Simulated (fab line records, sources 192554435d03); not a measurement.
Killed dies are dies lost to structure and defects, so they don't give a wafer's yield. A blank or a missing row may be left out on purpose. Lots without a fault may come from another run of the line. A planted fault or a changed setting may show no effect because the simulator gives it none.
Which tool did it? | flow n5_finfet | 21 lots, 63 wafers sampled, at 2 steps of a route of 1938

WHAT THE GAUGES READ, wafer by wafer
N5_SD_EPI_P_OVL_MEAS_10.
lot  | measured    | on         | SD_P_BLK_OVL (nm)
L074 | day 3 04:35 | overlay-02 | -0.6 -0.6 -1.3
L076 | day 3 18:07 | overlay-01 | 0.1 -1.0 0.3
L077 | day 4 03:44 | overlay-02 | 0.2 -0.2 0.9
L078 | day 4 09:56 | overlay-01 | 0.4 0.1 0.8
L079 | day 4 11:48 | overlay-02 | -0.5 0.3 0.0
L080 | day 4 17:58 | overlay-01 | 0.5 -0.2 0.5
L081 | day 5 11:31 | overlay-02 | 0.0 -0.2 0.4
L082 | day 5 13:34 | overlay-02 | 1.0 0.6 1.2
L083 | day 5 15:41 | overlay-01 | 0.7 -0.1 1.2
L084 | day 5 19:42 | overlay-02 | 0.0 -0.3 0.0
L086 | day 6 14:03 | overlay-02 | 0.5 1.4 1.1
L087 | day 6 19:01 | overlay-02 | -0.7 -0.9 -0.9
L088 | day 6 22:07 | overlay-01 | 0.3 -0.3 0.6
L089 | day 7 03:58 | overlay-01 | -0.1 0.3 -1.5
L091 | day 7 12:34 | overlay-02 | 0.1 -0.5 -0.4
L092 | day 7 18:50 | overlay-01 | -0.5 1.2 0.1
L093 | day 8 00:44 | overlay-02 | 0.9 0.3 -0.1
L094 | day 8 06:15 | overlay-01 | -1.9 0.0 0.2
L095 | day 8 12:57 | overlay-01 | 0.2 1.1 0.0
L096 | day 8 22:49 | overlay-01 | -0.4 -0.9 0.4
L097 | day 9 03:35 | overlay-01 | 1.3 0.1 -0.3

WHICH TOOL RAN EACH LOT (tool, then ch and the chambers of the sampled wafers, then the start)
lot  | N5_SD_EPI_N_STRIP_38
L074 | plasma_asher-02 ch 0,1, day 3 01:05
L076 | plasma_asher-02 ch 0,1, day 3 14:18
L077 | plasma_asher-01 ch 0, day 3 23:32
L078 | plasma_asher-02 ch 0,1, day 4 06:28
L079 | plasma_asher-01 ch 0,1, day 4 07:29
L080 | plasma_asher-01 ch 0,1, day 4 14:11
L081 | plasma_asher-02 ch 0,1, day 5 05:59
L082 | plasma_asher-01 ch 1, day 5 09:59
L083 | plasma_asher-01 ch 1, day 5 11:28
L084 | plasma_asher-02 ch 0,1, day 5 16:02
L086 | plasma_asher-01 ch 0,1, day 6 10:34
L087 | plasma_asher-02 ch 0,1, day 6 14:41
L088 | plasma_asher-01 ch 0,1, day 6 17:46
L089 | plasma_asher-02 ch 0,1, day 7 00:23
L091 | plasma_asher-01 ch 0, day 7 08:58
L092 | plasma_asher-01 ch 0,1, day 7 14:16
L093 | plasma_asher-02 ch 0,1, day 7 21:07
L094 | plasma_asher-01 ch 0,1, day 8 02:08
L095 | plasma_asher-02 ch 0,1, day 8 09:10
L096 | plasma_asher-02 ch 0,1, day 8 18:26
L097 | plasma_asher-02 ch 1, day 8 23:05
- N5_SD_EPI_N_STRIP_38: strips in N2/H2.

WHAT THE TOOLS THEMSELVES READ (means of the sampled wafers that have a number; where no wafer has one, the mark that the record gives instead)
N5_SD_EPI_N_STRIP_38.
lot  | tool            | drypump_motor_current_A (A) | heater_power_w (W) | oes_product_au (a.u.)
L074 | plasma_asher-02 | 5.6                         | 336                | 0.764
L076 | plasma_asher-02 | 5.6                         | 337                | 0.764
L077 | plasma_asher-01 | 6.1                         | 285                | 0.760
L078 | plasma_asher-02 | 5.6                         | 333                | 0.755
L079 | plasma_asher-01 | 5.3                         | 331                | 0.761
L080 | plasma_asher-01 | 5.4                         | 331                | 0.775
L081 | plasma_asher-02 | 5.5                         | 327                | 0.761
L082 | plasma_asher-01 | 4.9                         | 357                | 0.760
L083 | plasma_asher-01 | 4.9                         | 352                | 0.761
L084 | plasma_asher-02 | 5.5                         | 333                | 0.776
L086 | plasma_asher-01 | 5.4                         | 334                | 0.761
L087 | plasma_asher-02 | 5.5                         | 336                | 0.766
L088 | plasma_asher-01 | 5.7                         | 312                | 0.760
L089 | plasma_asher-02 | 5.5                         | 334                | 0.762
L091 | plasma_asher-01 | 6.1                         | 292                | 0.756
L092 | plasma_asher-01 | 5.3                         | 328                | 0.764
L093 | plasma_asher-02 | 5.6                         | 339                | 0.758
L094 | plasma_asher-01 | 5.7                         | 304                | 0.762
L095 | plasma_asher-02 | 5.5                         | 332                | 0.772
L096 | plasma_asher-02 | 5.6                         | 340                | 0.765
L097 | plasma_asher-02 | 5.6                         | 333                | 0.762

THE ANSWER, worked out from the rows above alone
Rule: what is usual is taken from the lots themselves. Put in order of their means at a reading, lots are off if they are a third of the lots or fewer, leave a main group of 4 or more, and stand apart from it by a gap of 3 or more times the standard deviation of the main group's means; of several such gaps the widest counts. A main group whose means are all the same, to the digits that the tables above print for the reading, isn't used. A lot without any number at a reading at which 4 lots or more have one is off too. The other lots that the step has rows for count as sound. The gauges are gone through in route order, then the tools' own readings, and for those a lot's mean is taken as printed above. The first step at which some lot is off is used, and at that step the reading that is off furthest; a lot without a number counts as furthest.
No lot is off at any reading shown: from this, nothing can be told.

WHAT THE SIMULATOR HAD PUT IN
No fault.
